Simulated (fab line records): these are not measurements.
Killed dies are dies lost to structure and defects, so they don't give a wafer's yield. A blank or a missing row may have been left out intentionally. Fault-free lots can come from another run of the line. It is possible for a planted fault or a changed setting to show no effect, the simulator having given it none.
The same fault as seen by 2 desks | flow n5 finfet | numbers are kept per desk, each desk with only its own; the story behind them comes last

## THE METROLOGY DESK
What the gauges read, lot by lot, whatever tool the lot ran on: means of the sampled wafers that have a number. Marked OUT: a lot whose mean sits more than 4 standard deviations from the usual mean, which makes it out of limits; the brackets give that distance.
Columns: A = M5_OVL at N5_BEOL_M5_OVL_MEAS_12, usual 0.5 nm
lot  | first seen here | A
L248 | day 9 20:16     | 1.0
L250 | day 10 11:31    | 0.1
L251 | day 11 01:59    | 0.3
L249 | day 11 04:55    | 0.7
L254 | day 12 00:35    | 0.4
L261 | day 13 03:12    | 1.0
L262 | day 14 09:46    | 1.0
L266 | day 14 19:06    | 0.7
L265 | day 14 19:11    | -0.4
L267 | day 15 02:39    | -0.8
L271 | day 15 16:14    | -0.3
Result from this desk: across the 11 lots, nothing is out of limits.

## TOOL OWNER'S DESK, rie diel-05
The tool's own readings at N5_BEOL_M5_VIA_ETCH_34 (etches SiCOH lowk in C4F6/O2, target depth 88.3 nm, time 39.2 s): means of the sampled wafers that have a number, for each lot that ran on this tool. Marked OUT: a lot whose mean sits more than 4 standard deviations from the usual mean, which makes it out of limits; the brackets give that distance. Of its 8 readings 7 are shown: the one that was out of limits first, and those that lie furthest out on some lot.
Columns: A = oes_f_703_au at N5_BEOL_M5_VIA_ETCH_34, usual 0.80 a.u.; B = oes_o_777_au at N5_BEOL_M5_VIA_ETCH_34, usual 0.80 a.u.; C = oes product au at N5_BEOL_M5_VIA_ETCH_34, usual 0.81 a.u.; D = rf fwd power W at N5_BEOL_M5_VIA_ETCH_34, usual 340.8 W; E = rf vpp V at N5_BEOL_M5_VIA_ETCH_34, usual 671 V; F = showerhead plenum p Torr at N5_BEOL_M5_VIA_ETCH_34, usual 2.84 Torr; G = throttle valve pct at N5_BEOL_M5_VIA_ETCH_34, usual 20.95 %
lot  | first seen here | A    | B    | C    | D               | E              | F    | G
L248 | day 9 22:11     | 0.81 | 0.81 | 0.81 | 340.5           | 666            | 2.86 | 20.92
L250 | day 10 14:37    | 0.73 | 0.73 | 0.72 | 341.5           | 663            | 2.95 | 21.22
L251 | day 11 03:40    | 0.55 | 0.58 | 0.72 | 258.9 (-55) OUT | 770 (+10) OUT  | 2.85 | 20.80
L254 | day 12 01:59    | 0.52 | 0.55 | 0.67 | 259.0 (-55) OUT | 768 (+9.9) OUT | 2.86 | 20.85
L267 | day 15 03:47    | 0.78 | 0.77 | 0.77 | 342.6           | 660            | 2.90 | 21.25
This desk's verdict: out of limits on L251, L254, starting with L251 at day 11 03:40 (rf fwd power W at N5_BEOL_M5_VIA_ETCH_34). L248, L250, L267 stayed within limits.

## PUT TOGETHER
At day 11 03:40, on L251, L254, the tool owner's desk was in a position to raise an alarm.
At the metrology desk, nothing out of limits was observed.
The metrology desk has L251, L254 on record, within its limits.
Of the lots named, all ran N5_BEOL_M5_VIA_ETCH_34 on rie diel-05.

## WHAT HAD BEEN PUT IN BY THE SIMULATOR
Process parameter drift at N5_BEOL_M5_VIA_ETCH_34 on rie diel-05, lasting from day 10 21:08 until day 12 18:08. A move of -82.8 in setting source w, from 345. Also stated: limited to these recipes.
Lots struck among those shown: L251, L254.
Each desk's first reading out of limits, in hours after the fault started: the tool owner's desk, 7.
